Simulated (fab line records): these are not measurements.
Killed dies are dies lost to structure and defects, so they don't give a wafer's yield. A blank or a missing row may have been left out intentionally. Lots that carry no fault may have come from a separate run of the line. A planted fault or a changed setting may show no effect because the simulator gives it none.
Which tool is to blame? ; flow nand harc ; Sampling: 14 lots, 42 wafers, 2 of 1159 route steps

WHAT EACH GAUGE READ, for each wafer
NHARC_A_CONTACT_CD_MEAS_42: the cd target is 200 nm.
lot;measured;on;cd nm (nm)
L800;day 16 00:13;cd sem-03;199.4 200.5 200.9
L799;day 16 02:13;cd sem-02;200.1 200.6 200.6
L802;day 16 13:29;cd sem-03;201.2 200.6 199.9
L801;day 16 15:43;cd sem-02;199.5 199.8 199.9
L803;day 17 19:11;cd sem-03;199.0 199.4 199.6
L808;day 18 02:45;cd sem-02;200.1 200.0 200.1
L815;day 20 00:08;cd sem-02;200.1 199.4 199.4
L818;day 20 13:53;cd sem-01;201.2 201.5 200.4
L817;day 20 15:33;cd sem-01;199.3 199.8 200.2
L816;day 20 18:16;cd sem-03;200.7 200.0 199.5
L819;day 21 12:35;cd sem-03;200.5 200.5 199.9
L821;day 21 20:47;cd sem-01;200.1 200.4 199.5
L820;day 21 21:33;cd sem-03;199.8 201.1 201.1
L822;day 22 11:13;cd sem-01;199.6 200.1 200.0

TOOL THAT RAN EACH LOT (tool first, then ch and the chambers of the sampled wafers, then the start)
lot;NHARC_A_CONTACT_DEP_28
L800;acl dep-01 ch 0, day 15 21:29
L799;acl dep-03 ch 0, day 15 23:17
L802;acl dep-02 ch 0, day 16 11:15
L801;acl dep-02 ch 0, day 16 13:28
L803;acl dep-03 ch 0, day 17 16:37
L808;acl dep-01 ch 0, day 17 23:56
L815;acl dep-01 ch 0, day 19 21:56
L818;acl dep-02 ch 0, day 20 11:49
L817;acl dep-01 ch 0, day 20 12:58
L816;acl dep-02 ch 0, day 20 15:17
L819;acl dep-01 ch 0, day 21 09:46
L821;acl dep-02 ch 0, day 21 17:53
L820;acl dep-01 ch 0, day 21 19:05
L822;acl dep-02 ch 0, day 22 08:35
- NHARC_A_CONTACT_DEP_28: deposits aC, target thk 3600 nm.

AS READ BY THE TOOLS THEMSELVES (means over the sampled wafers that have a number; for cases with no such wafer, the mark the record gives instead)
NHARC_A_CONTACT_DEP_28.
lot;tool;throttle valve pct (%)
L800;acl dep-01;34.999
L799;acl dep-03;35.004
L802;acl dep-02;35.001
L801;acl dep-02;35.001
L803;acl dep-03;35.001
L808;acl dep-01;35.007
L815;acl dep-01;35.007
L818;acl dep-02;34.994
L817;acl dep-01;35.000
L816;acl dep-02;35.014
L819;acl dep-01;34.996
L821;acl dep-02;34.987
L820;acl dep-01;34.999
L822;acl dep-02;34.996

THE ANSWER, worked out from the rows above alone
Rule: the lots themselves supply what counts as usual. Put in order of their means at a reading, lots are off if they are a third of the lots or fewer, leave a main group of 4 or more, and stand apart from it by a gap of 3 or more times the standard deviation of the main group's means; of several such gaps the widest counts. If all means in a main group match to the digits the tables above print for the reading, that group is not used. Also off: a lot with no number at a reading for which 4 or more lots have one. All remaining lots with rows at the step are treated as sound. After the gauges, taken in route order, come the tools' own readings; for these a lot's mean is taken, as printed above. The first step at which some lot is off is used, and at that step the reading that is off furthest; a lot without a number counts as furthest.
Across all readings shown, no lot is off: no conclusion can be drawn from this.

WHAT THE SIMULATOR PUT IN
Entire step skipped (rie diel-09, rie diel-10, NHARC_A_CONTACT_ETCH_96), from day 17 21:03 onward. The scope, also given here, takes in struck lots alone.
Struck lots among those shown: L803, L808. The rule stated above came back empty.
